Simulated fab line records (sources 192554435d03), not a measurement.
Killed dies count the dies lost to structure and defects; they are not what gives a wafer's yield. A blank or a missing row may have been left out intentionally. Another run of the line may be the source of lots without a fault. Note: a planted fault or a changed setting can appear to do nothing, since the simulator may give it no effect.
fab line records	flow n5_finfet
record lots=7	wafers=21
route steps=1938 shown BEOL_M3@981 BEOL_M5@1160 BEOL_M6@1233 BEOL_M7@1305 BEOL_M8@1350
start_h: start of the lot's first displayed wafer, in hours after the record's first day	wait_h: hours since the lot's step before	" the same as in the row above	L1.1+2: several wafers, shown together as one row	- value missing, or start not given	* or withheld: withheld	< > ~ a bound
route shown NAME@n: names a module that has steps shown in the file, with the first one's number in the route	usual: mean/standard deviation taken from wafers without a fault	same: alike in all rows	chamber/n: place in a boat	sites: per-site readings	_std_site: standard deviation of those values	_edge_site: mean of outer sites minus mean of inner sites	radius_mm: how far each site lies from the wafer's centre	mask NAME#n: copy n	behind: tool/chamber where the wafer was last shaped	hold: cause of the lot's hold/its duration in hours/its outcome	device: the n, p or np transistor that did not switch	end of line: the same wafers' tests at the end of the route	where a step has no rows: the recipe by itself	killed: the dies lost at the first sort to structure and to defects; this is not the yield of the wafer	map: dies across one wafer; x = killed, . = not, _ = none there
set.NAME: the setting the step ran with; set.NAME@STEP: the setting that earlier step ran with	model.NAME: the simulator's own value behind a step, which no gauge read
lots with deliberately changed settings; one table per step, one row per wafer
## steps
# step N5_BEOL_M3_ETCH_41
# recipe chemistry=CH3F/O2	target=SiCN	target_depth_a=299	taper_deg=2	time_s=52.5	ion_energy_ev=120	mask_material=TiN	pressure_mtorr=30	source_w=395	bias_w=75	Ar_flow_sccm=150	CH3F_flow_sccm=30	O2_flow_sccm=20
lot.wafer	tool	chamber	start_h	wait_h	set.target_depth_a	model.etch.depth_nm
L074.1	rie_diel-04	1	-	-	299	18.99
L074.2	"	3	"	"	299	19.8
L074.3	"	0	"	"	322.1	21.6
L079.3	rie_diel-04	1	-	-	299	18.97
L079.5	"	2	"	"	319.9	21.62
L079.6	"	3	"	"	299	19.37
L084.1	rie_diel-02	2	-	-	283.8	19.28
L084.2	"	0	"	"	299	19.73
L084.5	"	0	"	"	299	19.83
L087.3	rie_diel-02	2	-	-	299	20.51
L087.5	"	0	"	"	299	19.87
L087.6	"	1	"	"	299	20.22
L088.1	rie_diel-05	0	-	-	299	20.05
L088.2	"	2	"	"	299	19.38
L088.3	"	3	"	"	299	19.79
L092.4	rie_diel-04	2	-	-	299	20.4
L092.5	"	0	"	"	267.3	17.81
L092.6	"	3	"	"	299	19.65
L095.2	rie_diel-02	2	-	-	299	20.2
L095.3	"	0	"	"	299	19.88
L095.6	"	3	"	"	299	20.28
# step N5_BEOL_M3_STRIP_97
# recipe chemistry=N2/H2	time_s=10	power_w=450	temp_c=40	pressure_mtorr=20	rf_frequency_hz=6e+07	bias_power_w=7	n2_flow_sccm=200	h2_flow_sccm=200
# step N5_BEOL_M3_PRECLEAN_42
# recipe chemistry=residue_remover	time_s=60	temp_c=40
# step N5_BEOL_M3_SRD_43
# recipe time_s=30	temp_c=23	rinse_liquid=diw	dry=ipa_marangoni
# step N5_BEOL_M3_CD_MEAS_35
# recipe target_cd_nm=18	target_cd_y_nm=21	polarity=opening
# usual cd_nm=18.0/0.35
lot.wafer	tool	chamber	start_h	wait_h	set.dose_mj@BEOL_M3_EXPOSE_08	cd_nm
L074.1	cd_sem-02	-	151.41	0.0	33	17.8
L074.2	"	-	"	"	33	17.5
L074.3	"	-	"	"	30.98	16.6
L079.3	cd_sem-02	-	175.47	0.0	33	17.8
L079.5	"	-	"	"	33	17.2
L079.6	"	-	"	"	35.3	19.3
L084.1	cd_sem-03	-	211.80	0.0	33	18.2
L084.2	"	-	"	"	33	19.0
L084.5	"	-	"	"	31.25	17.0
L087.3	cd_sem-01	-	227.58	0.0	33.95	19.3
L087.5	"	-	"	"	33	18.1
L087.6	"	-	"	"	33	18.2
L088.1	cd_sem-01	-	233.03	0.0	33	18.3
L088.2	"	-	"	"	31.69	17.3
L088.3	"	-	"	"	31.69	17.0
L092.4	cd_sem-01	-	270.30	0.0	33	18.1
L092.5	"	-	"	"	33	17.3
L092.6	"	-	"	"	33	17.8
L095.2	cd_sem-01	-	293.08	0.0	33	17.8
L095.3	"	-	"	"	33	17.9
L095.6	"	-	"	"	33	18.2
# step N5_BEOL_M5_TRENCH_ETCH_37
# recipe chemistry=C4F6/O2	target_depth_a=716.52	target=SiCOH_lowk	time_s=24.7	ion_energy_ev=250	pressure_mtorr=30	source_w=345	bias_w=185	Ar_flow_sccm=300	C4F6_flow_sccm=10	O2_flow_sccm=10
lot.wafer	tool	chamber	start_h	wait_h	set.time_s	model.etch.depth_nm	model.BEOL_M5.feature_depth_nm
L074.1	rie_diel-02	2	-	-	24.7	72.44	72.4
L074.2	"	0	"	"	24.7	71.89	71.8
L074.3	"	1	"	"	19.91	58.43	58.4
L079.3	rie_diel-05	3	-	-	22.42	64.86	64.8
L079.5	"	2	"	"	24.7	69.87	69.8
L079.6	"	3	"	"	22.42	64.68	64.6
L084.1	rie_diel-02	0	-	-	24.7	71.41	71.4
L084.2	"	2	"	"	22.47	65.78	65.8
L084.5	"	3	"	"	22.47	65.45	65.4
L087.3	rie_diel-04	0	-	-	21.29	61.74	61.8
L087.5	"	0	"	"	24.7	72.17	72.2
L087.6	"	2	"	"	21.29	62.78	62.8
L088.1	rie_diel-04	0	-	-	22.81	66.13	66.2
L088.2	"	1	"	"	22.81	62.79	62.8
L088.3	"	2	"	"	22.81	67.94	68
L092.4	rie_diel-02	1	-	-	24.7	73.16	73.2
L092.5	"	3	"	"	24.7	73.08	73
L092.6	"	2	"	"	30	88.61	88.6
L095.2	rie_diel-05	1	-	-	24.7	70.96	71
L095.3	"	0	"	"	24.7	72.87	72.8
L095.6	"	2	"	"	24.7	70.43	70.4
# step N5_BEOL_M5_ETCH_41
# recipe chemistry=CH3F/O2	target=SiCN	target_depth_a=315	taper_deg=2	time_s=56.7	ion_energy_ev=120	mask_material=TiN	pressure_mtorr=30	source_w=395	bias_w=75	Ar_flow_sccm=150	CH3F_flow_sccm=30	O2_flow_sccm=20
# usual rf_vpp_V=298.1/1.5
lot.wafer	tool	chamber	start_h	wait_h	set.source_w	rf_vpp_V
L074.1	rie_diel-02	2	-	-	337.9	315.4
L074.2	"	0	"	"	337.9	313.1
L074.3	"	1	"	"	395	297.6
L079.3	rie_diel-05	3	-	-	395	296.4
L079.5	"	2	"	"	449.9	282.7
L079.6	"	3	"	"	395	294.4
L084.1	rie_diel-02	0	-	-	395	297.9
L084.2	"	2	"	"	395	298.4
L084.5	"	3	"	"	395	301.3
L087.3	rie_diel-04	0	-	-	327.9	316.0
L087.5	"	0	"	"	395	298.4
L087.6	"	2	"	"	395	298.7
L088.1	rie_diel-04	0	-	-	395	298.5
L088.2	"	1	"	"	395	298.5
L088.3	"	2	"	"	395	297.2
L092.4	rie_diel-02	1	-	-	455.6	284.2
L092.5	"	3	"	"	395	297.7
L092.6	"	2	"	"	455.6	286.1
L095.2	rie_diel-05	1	-	-	395	298.7
L095.3	"	0	"	"	395	299.0
L095.6	"	2	"	"	395	295.3
# step N5_BEOL_M5_STRIP_91
# recipe chemistry=N2/H2	time_s=10	power_w=450	temp_c=40	pressure_mtorr=20	rf_frequency_hz=6e+07	bias_power_w=7	n2_flow_sccm=200	h2_flow_sccm=200
# step N5_BEOL_M5_OCD_MEAS_38
# usual trench_depth_nm=71.5/1.6
lot.wafer	tool	chamber	start_h	wait_h	set.time_s@BEOL_M5_TRENCH_ETCH_37	trench_depth_nm
L074.1	ocd-01	-	172.39	-	24.7	72.8
L074.2	"	-	"	"	24.7	72.6
L074.3	"	-	"	"	19.91	58.4
L079.3	ocd-02	-	196.76	-	22.42	64.8
L079.5	"	-	"	"	24.7	69.8
L079.6	"	-	"	"	22.42	65.2
L084.1	ocd-01	-	232.86	-	24.7	71.5
L084.2	"	-	"	"	22.47	65.5
L084.5	"	-	"	"	22.47	66.0
L087.3	ocd-02	-	251.18	-	21.29	61.8
L087.5	"	-	"	"	24.7	72.5
L087.6	"	-	"	"	21.29	63.2
L088.1	ocd-01	-	264.01	-	22.81	66.3
L088.2	"	-	"	"	22.81	62.9
L088.3	"	-	"	"	22.81	67.9
L092.4	ocd-02	-	288.00	-	24.7	73.1
L092.5	"	-	"	"	24.7	73.3
L092.6	"	-	"	"	30	88.7
L095.2	ocd-02	-	315.93	-	24.7	71.1
L095.3	"	-	"	"	24.7	72.8
L095.6	"	-	"	"	24.7	70.5
# step N5_BEOL_M5_HM_STRIP_39
# recipe chemistry=peroxide_tin_strip	material=TiN	target_depth_a=250	temp_c=50	time_s=158
# step N5_BEOL_M5_SRD_40
# recipe time_s=30	temp_c=23	rinse_liquid=diw	dry=ipa_marangoni
# step N5_BEOL_M5_ECD_50
# recipe material=Cu	target_thk_a=3000
# step N5_BEOL_M5_ANNEAL_51
# recipe temp_c=225	time_s=90	ambient=N2
# step N5_BEOL_M5_CMP_52
# recipe stop_on=SiCOH_lowk	t_overpolish_s=6.9	down_force_psi=1	platen_rpm=50	clearing_platen_down_force_psi=1.5	clearing_platen_rpm=50	post_cmp_clean=cu_alkaline	target_thk_nm=62	clearing_platen_pad_velocity_m_s=0.99484	pad_velocity_m_s=0.99484
lot.wafer	tool	chamber	start_h	wait_h	set.time_s@BEOL_M5_TRENCH_ETCH_37	model.Cu_of_BEOL_M5_ECD_50.thk_nm
L074.1	cmp-01	2	180.00	0.3	24.7	63.6
L074.3	"	0	"	"	19.91	49.4
L074.2	"	1	"	"	24.7	62.2
L079.3	cmp-02	1	204.66	0.2	22.42	54.2
L079.6	"	1	"	"	22.42	54.4
L079.5	"	2	"	"	24.7	60.8
L084.2+5	cmp-02	0	241.75	0.2	22.47	59
L084.1	"	1	"	"	24.7	62.6
L087.3	cmp-01	2	264.77	0.2	21.29	52.2
L087.5	"	0	"	"	24.7	64.8
L087.6	"	1	"	"	21.29	54
L088.3	cmp-01	0	270.10	0.2	22.81	59.8
L088.1	"	1	"	"	22.81	55.4
L088.2	"	2	"	"	22.81	54
L092.4	cmp-01	0	294.03	0.1	24.7	63.8
L092.6	"	0	"	"	30	79.6
L092.5	"	1	"	"	24.7	63
L095.2+6	cmp-02	3,0	323.12	0.2	24.7	62.4
L095.3	"	1	"	"	24.7	63.6
# step N5_BEOL_M5_THK_MEAS_53
# recipe thk_meas_gauge=xrf	reads=Cu_of_BEOL_M5_ECD_50
# usual M5_THK=61.6/1.9
lot.wafer	tool	chamber	start_h	wait_h	set.time_s@BEOL_M5_TRENCH_ETCH_37	M5_THK[nm]
L074.1	film_metro-01	-	180.30	-	24.7	62.3
L074.2	"	-	"	"	24.7	61.2
L074.3	"	-	"	"	19.91	48.7
L079.3	film_metro-02	-	204.95	-	22.42	53.5
L079.5	"	-	"	"	24.7	60.1
L079.6	"	-	"	"	22.42	53.7
L084.1	film_metro-02	-	242.05	-	24.7	61.3
L084.2	"	-	"	"	22.47	58.0
L084.5	"	-	"	"	22.47	57.5
L087.3	film_metro-01	-	264.99	-	21.29	51.6
L087.5	"	-	"	"	24.7	63.9
L087.6	"	-	"	"	21.29	53.3
L088.1	film_metro-01	-	270.36	-	22.81	54.2
L088.2	"	-	"	"	22.81	52.8
L088.3	"	-	"	"	22.81	58.4
L092.4	film_metro-01	-	294.33	-	24.7	62.8
L092.5	"	-	"	"	24.7	62.2
L092.6	"	-	"	"	30	78.5
L095.2	film_metro-02	-	323.42	-	24.7	61.7
L095.3	"	-	"	"	24.7	62.8
L095.6	"	-	"	"	24.7	61.7
# step N5_BEOL_M5_PRE_CLEAN_77
# recipe gas=NH3/H2	time_s=15	temp_c=*	rf_power_w=300
# step N5_BEOL_M5_CO_CAP_78
# recipe material=Co	target_thk_a=20	temp_c=200	precursor=CCTBA/H2	pressure_torr=30	time_s=102.1
# step N5_BEOL_M5_PRE_CLEAN_55
# recipe gas=NH3	time_s=15	temp_c=withheld	rf_power_w=300
# step N5_BEOL_M5_DEP_56
# recipe material=SiCN	target_thk_a=80	temp_c=withheld	precursor=3MS/NH3	pressure_torr=3	rf_w=202	time_s=14
# step N5_BEOL_M5_RS_MEAS_57
# recipe thk_meas_gauge=four-point-probe	reads=Co_of_BEOL_M5_CO_CAP_78+Cu_of_BEOL_M5_ECD_50+Co_of_BEOL_M5_CVD_47+TaN_of_BEOL_M5_ALD_86
# usual M5_RS=0.383/0.015
lot.wafer	tool	chamber	start_h	wait_h	set.time_s@BEOL_M5_TRENCH_ETCH_37	M5_RS[ohm/sq]
L074.1	film_metro-01	-	180.56	0.0	24.7	0.376
L074.2	"	-	"	"	24.7	0.386
L074.3	"	-	"	"	19.91	0.513
L079.3	film_metro-01	-	205.24	0.1	22.42	0.457
L079.5	"	-	"	"	24.7	0.397
L079.6	"	-	"	"	22.42	0.453
L084.1	film_metro-01	-	242.45	0.0	24.7	0.382
L084.2	"	-	"	"	22.47	0.411
L084.5	"	-	"	"	22.47	0.412
L087.3	film_metro-02	-	265.28	0.1	21.29	0.477
L087.5	"	-	"	"	24.7	0.366
L087.6	"	-	"	"	21.29	0.458
L088.1	film_metro-02	-	270.62	0.0	22.81	0.446
L088.2	"	-	"	"	22.81	0.458
L088.3	"	-	"	"	22.81	0.405
L092.4	film_metro-01	-	294.65	0.0	24.7	0.373
L092.5	"	-	"	"	24.7	0.381
L092.6	"	-	"	"	30	0.287
L095.2	film_metro-01	-	323.68	0.1	24.7	0.385
L095.3	"	-	"	"	24.7	0.374
L095.6	"	-	"	"	24.7	0.384
# step N5_BEOL_M6_ETCH_66
# recipe chemistry=N2/H2	target=SOC	target_depth_a=800	overetch_a=160	mask_material=SiARC	temp_c=40	time_s=120	ion_energy_ev=200	pressure_mtorr=30	source_w=840	bias_w=150	n2_flow_sccm=200	h2_flow_sccm=200
# usual rf_vpp_V=524.5/1.8
lot.wafer	tool	chamber	start_h	wait_h	set.bias_w	rf_vpp_V	model.SiARC_of_BEOL_M6_COAT_64.thk_nm
L074.1	rie_diel-01	1	184.53	0.0	129.6	479.4	7.4
L074.2	"	3	"	"	150	521.2	6.6
L074.3	"	0	"	"	150	528.1	6.4
L079.3	rie_diel-03	2	209.28	0.0	171.4	569.5	5.8
L079.5	"	3	"	"	171.4	570.2	5.6
L079.6	"	0	"	"	150	525.0	6.6
L084.1	rie_diel-01	3	247.35	0.0	136.4	491.4	7.2
L084.2	"	0	"	"	150	528.2	6.4
L084.5	"	3	"	"	136.4	490.4	7.2
L087.3	rie_diel-03	3	273.15	0.0	150	524.3	6.6
L087.5	"	2	"	"	166.6	559.2	6
L087.6	"	1	"	"	166.6	559.7	5.8
L088.1	rie_diel-01	0	277.12	0.0	150	527.4	6.4
L088.2	"	2	"	"	150	524.5	6.4
L088.3	"	1	"	"	150	525.2	6.4
L092.4	rie_diel-01	3	298.43	0.0	173.8	573.0	5.6
L092.5	"	0	"	"	150	526.9	6.4
L092.6	"	1	"	"	150	525.8	6.4
L095.2	rie_diel-03	3	328.16	0.0	150	522.5	6.6
L095.3	"	1	"	"	150	525.4	6.4
L095.6	"	3	"	"	150	523.9	6.6
# step N5_BEOL_M6_TRENCH_ETCH_37
# recipe chemistry=C4F6/O2	target_depth_a=944.35	target=SiCOH_lowk	time_s=31.5	ion_energy_ev=250	pressure_mtorr=30	source_w=345	bias_w=185	Ar_flow_sccm=300	C4F6_flow_sccm=10	O2_flow_sccm=10
# usual rf_vpp_V=666/12
lot.wafer	tool	chamber	start_h	wait_h	set.source_w	rf_vpp_V	model.etch.depth_nm	model.BEOL_M6.feature_depth_nm
L074.1	rie_diel-01	1	-	-	345	668	94.71	94.8
L074.2	"	3	"	"	290.1	728	86.3	86.4
L074.3	"	0	"	"	345	666	95.67	95.6
L079.3	rie_diel-03	2	-	-	306.7	713	87.21	87.2
L079.5	"	3	"	"	306.7	700	89.71	89.8
L079.6	"	0	"	"	306.7	711	91.38	91.4
L084.1	rie_diel-01	3	-	-	345	665	92.57	92.6
L084.2	"	0	"	"	375	636	98.03	98
L084.5	"	3	"	"	345	666	93.17	93.2
L087.3	rie_diel-03	3	-	-	380.1	628	95.34	95.4
L087.5	"	2	"	"	345	670	89.91	90
L087.6	"	1	"	"	345	684	93.36	93.4
L088.1	rie_diel-01	0	-	-	345	665	94.72	94.8
L088.2	"	2	"	"	345	679	94.86	94.8
L088.3	"	1	"	"	345	668	94.96	95
L092.4	rie_diel-01	3	-	-	326.9	684	89.56	89.6
L092.5	"	0	"	"	326.9	684	92.33	92.4
L092.6	"	1	"	"	345	668	94.27	94.2
L095.2	rie_diel-03	3	-	-	345	659	92.19	92.2
L095.3	"	1	"	"	345	684	93.67	93.6
L095.6	"	3	"	"	345	657	91.87	91.8
# step N5_BEOL_M6_ETCH_41
# recipe chemistry=CH3F/O2	target=SiCN	target_depth_a=297	taper_deg=2	time_s=52	ion_energy_ev=120	mask_material=TiN	pressure_mtorr=30	source_w=395	bias_w=75	Ar_flow_sccm=150	CH3F_flow_sccm=30	O2_flow_sccm=20
# step N5_BEOL_M6_STRIP_80
# recipe chemistry=N2/H2	time_s=10	power_w=450	temp_c=40	pressure_mtorr=20	rf_frequency_hz=6e+07	bias_power_w=7	n2_flow_sccm=200	h2_flow_sccm=200
# step N5_BEOL_M6_OCD_MEAS_38
# usual trench_depth_nm=93.6/1.7
lot.wafer	tool	chamber	start_h	wait_h	set.source_w@BEOL_M6_TRENCH_ETCH_37	trench_depth_nm
L074.1	ocd-02	-	184.88	-	345	94.4
L074.2	"	-	"	"	290.1	86.7
L074.3	"	-	"	"	345	95.6
L079.3	ocd-01	-	209.63	-	306.7	87.4
L079.5	"	-	"	"	306.7	89.5
L079.6	"	-	"	"	306.7	90.9
L084.1	ocd-01	-	247.69	-	345	92.6
L084.2	"	-	"	"	375	98.1
L084.5	"	-	"	"	345	93.2
L087.3	ocd-02	-	273.50	-	380.1	95.6
L087.5	"	-	"	"	345	90.0
L087.6	"	-	"	"	345	92.4
L088.1	ocd-01	-	277.47	-	345	94.7
L088.2	"	-	"	"	345	94.9
L088.3	"	-	"	"	345	95.2
L092.4	ocd-01	-	298.78	-	326.9	89.3
L092.5	"	-	"	"	326.9	92.1
L092.6	"	-	"	"	345	93.9
L095.2	ocd-01	-	328.51	-	345	91.4
L095.3	"	-	"	"	345	93.7
L095.6	"	-	"	"	345	91.6
# step N5_BEOL_M7_VIA_ETCH_34
# recipe chemistry=C4F6/O2	target=SiCOH_lowk	target_depth_a=1255	mask_material=SOC	taper_deg=4	time_s=50.5	ion_energy_ev=250	pressure_mtorr=30	source_w=345	bias_w=185	Ar_flow_sccm=300	C4F6_flow_sccm=10	O2_flow_sccm=10
lot.wafer	tool	chamber	start_h	wait_h	set.time_s	model.etch.depth_nm	model.SOC_of_BEOL_M7_COAT_63.thk_nm
L074.1	rie_diel-02	2	192.10	0.0	50.5	128	53.8
L074.2	"	0	"	"	50.5	126.3	53.8
L074.3	"	3	"	"	50.5	127.9	53.8
L079.3	rie_diel-05	3	216.16	0.0	50.5	125.2	54
L079.5	"	3	"	"	50.5	123.7	54
L079.6	"	2	"	"	58.7	142.4	53
L084.1	rie_diel-02	0	264.67	0.0	50.5	124.1	54.2
L084.2	"	2	"	"	50.5	126.8	54.2
L084.5	"	0	"	"	44.63	110.9	54.8
L087.3	rie_diel-05	3	279.48	0.0	39.9	97.95	55.4
L087.5	"	3	"	"	39.9	98.31	55.4
L087.6	"	0	"	"	50.5	127.2	53.8
L088.1	rie_diel-02	1	285.24	0.0	60.4	153.2	52.4
L088.2	"	0	"	"	60.4	150.7	52.6
L088.3	"	2	"	"	50.5	127	53.8
L092.4	rie_diel-02	0	307.07	0.0	50.5	123.9	54
L092.5	"	2	"	"	50.5	126.6	53.8
L092.6	"	3	"	"	57.98	145.5	53.2
L095.2	rie_diel-02	2	338.15	0.0	50.5	127.3	54
L095.3	"	0	"	"	50.5	124.9	54
L095.6	"	0	"	"	50.5	124.3	54
# step N5_BEOL_M8_ETCH_62
# recipe chemistry=N2/H2	target=SOC	target_depth_a=1100	overetch_a=220	mask_material=SiARC	temp_c=40	time_s=165	ion_energy_ev=200	pressure_mtorr=30	source_w=840	bias_w=150	n2_flow_sccm=200	h2_flow_sccm=200
lot.wafer	tool	chamber	start_h	wait_h	set.time_s	model.SiARC_of_BEOL_M8_COAT_60.thk_nm
L074.1	rie_diel-03	2	197.21	0.0	174.7	28.6
L074.2	"	1	"	"	165	28.6
L074.3	"	3	"	"	174.7	28.4
L079.3	rie_diel-06	0	220.86	0.0	165	28.2
L079.5	"	3	"	"	184.5	27.8
L079.6	"	0	"	"	184.5	27.4
L084.1	rie_diel-01	3	274.55	0.0	165	28.8
L084.2	"	0	"	"	165	28.4
L084.5	"	1	"	"	129.9	29.6
L087.3+6	rie_diel-03	1,0	286.06	0.0	194.3	27.2
L087.5	"	3	"	"	165	28.6
L088.1	rie_diel-03	1	293.02	0.0	165	28.4
L088.2	"	3	"	"	165	28.6
L088.3	"	0	"	"	145.1	29.4
L092.4	rie_diel-01	0	311.71	0.0	165	28.4
L092.5	"	0	"	"	191.4	27.4
L092.6	"	3	"	"	165	28.8
L095.2+3	rie_diel-03	0,2	345.52	0.0	165	28.4
L095.6	"	3	"	"	165	28.6
# step N5_BEOL_M8_STRIP_68
# recipe chemistry=N2/H2	temp_c=40	n2_flow_sccm=200	h2_flow_sccm=200	rf_frequency_hz=6e+07
# step N5_BEOL_M8_STRIP_67
# recipe chemistry=CF4	resist=SiARC	power_w=300	bias_power_w=75	pressure_mtorr=50	cf4_flow_sccm=150	rf_frequency_hz=6e+07
# step N5_BEOL_M8_HM_OPEN_17
# recipe chemistry=Cl2/BCl3	target_depth_a=200	overetch_a=60	target=TiN	mask_material=SOC	ion_energy_ev=150	pressure_mtorr=10	icp_w=1000	bias_w=126	Cl2_flow_sccm=53.25	bcl3_flow_sccm=21.75	Ar_flow_sccm=25
lot.wafer	tool	chamber	start_h	wait_h	set.time_s@BEOL_M8_ETCH_62	model.etch.depth_nm
L074.1	rie_metal-03	1	197.40	0.0	174.7	18.99
L074.2	"	0	"	"	165	19.64
L074.3	"	0	"	"	174.7	18.9
L079.3	rie_metal-03	0	221.09	0.1	165	20.08
L079.5	"	0	"	"	184.5	18.41
L079.6	"	1	"	"	184.5	17.95
L084.1	rie_metal-02	1	274.73	0.0	165	19.97
L084.2	"	0	"	"	165	20.11
L084.5	"	1	"	"	129.9	20.07
L087.3	rie_metal-01	0	286.28	0.1	194.3	16.87
L087.5	"	0	"	"	165	19.77
L087.6	"	1	"	"	194.3	16.8
L088.1	rie_metal-02	1	293.21	0.0	165	19.65
L088.2	"	0	"	"	165	19.89
L088.3	"	1	"	"	145.1	20.15
L092.4	rie_metal-01	1	311.93	0.1	165	20.18
L092.5	"	0	"	"	191.4	17.32
L092.6	"	1	"	"	165	19.94
L095.2	rie_metal-02	1	345.73	0.1	165	20.15
L095.3	"	1	"	"	165	19.85
L095.6	"	1	"	"	165	19.79
## key
split step=N5_BEOL_M3_ETCH_41	setting=target_depth_a	stated=299	by=wafer
response step=N5_BEOL_M3_ETCH_41	reading=model.etch.depth_nm	change=+0.244	per=1%	r=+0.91
split step=N5_BEOL_M5_TRENCH_ETCH_37	setting=time_s	stated=24.7	by=wafer
response step=N5_BEOL_M5_TRENCH_ETCH_37	reading=model.etch.depth_nm	change=+0.699	per=1%	r=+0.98
response step=N5_BEOL_M5_TRENCH_ETCH_37	reading=model.BEOL_M5.feature_depth_nm	change=+0.699	per=1%	r=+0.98
response step=N5_BEOL_M5_OCD_MEAS_38	reading=trench_depth_nm	change=+0.706	per=1%	r=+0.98
response step=N5_BEOL_M5_CMP_52	reading=model.Cu_of_BEOL_M5_ECD_50.thk_nm	change=+0.723	per=1%	r=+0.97
response step=N5_BEOL_M5_THK_MEAS_53	reading=M5_THK	change=+0.71	per=1%	r=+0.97
response step=N5_BEOL_M5_RS_MEAS_57	reading=M5_RS	change=-0.00559	per=1%	r=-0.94
split step=N5_BEOL_M5_ETCH_41	setting=source_w	stated=395	by=wafer
response step=N5_BEOL_M5_ETCH_41	reading=rf_vpp_V	change=-0.979	per=1%	r=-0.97
split step=N5_BEOL_M6_ETCH_66	setting=bias_w	stated=150	by=wafer
response step=N5_BEOL_M6_ETCH_66	reading=rf_vpp_V	change=+3.22	per=1%	r=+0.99
response step=N5_BEOL_M6_ETCH_66	reading=model.SiARC_of_BEOL_M6_COAT_64.thk_nm	change=-0.0625	per=1%	r=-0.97
split step=N5_BEOL_M6_TRENCH_ETCH_37	setting=source_w	stated=345	by=wafer
response step=N5_BEOL_M6_TRENCH_ETCH_37	reading=rf_vpp_V	change=-3.92	per=1%	r=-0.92
response step=N5_BEOL_M6_TRENCH_ETCH_37	reading=model.etch.depth_nm	change=+0.525	per=1%	r=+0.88
response step=N5_BEOL_M6_TRENCH_ETCH_37	reading=model.BEOL_M6.feature_depth_nm	change=+0.519	per=1%	r=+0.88
response step=N5_BEOL_M6_OCD_MEAS_38	reading=trench_depth_nm	change=+0.524	per=1%	r=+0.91
split step=N5_BEOL_M7_VIA_ETCH_34	setting=time_s	stated=50.5	by=wafer
response step=N5_BEOL_M7_VIA_ETCH_34	reading=model.etch.depth_nm	change=+1.29	per=1%	r=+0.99
response step=N5_BEOL_M7_VIA_ETCH_34	reading=model.SOC_of_BEOL_M7_COAT_63.thk_nm	change=-0.0642	per=1%	r=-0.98
split step=N5_BEOL_M8_ETCH_62	setting=time_s	stated=165	by=wafer
response step=N5_BEOL_M8_ETCH_62	reading=model.SiARC_of_BEOL_M8_COAT_60.thk_nm	change=-0.0624	per=1%	r=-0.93
response step=N5_BEOL_M8_HM_OPEN_17	reading=model.etch.depth_nm	shape=bent	at_lowest=20.07	at_stated=19.92	at_highest=16.84
split outside_this_file step=N5_BEOL_M3_EXPOSE_08 setting=dose_mj
# split outside_this_file: this setting was split too, and the file shows its column; the key of that split is in another file
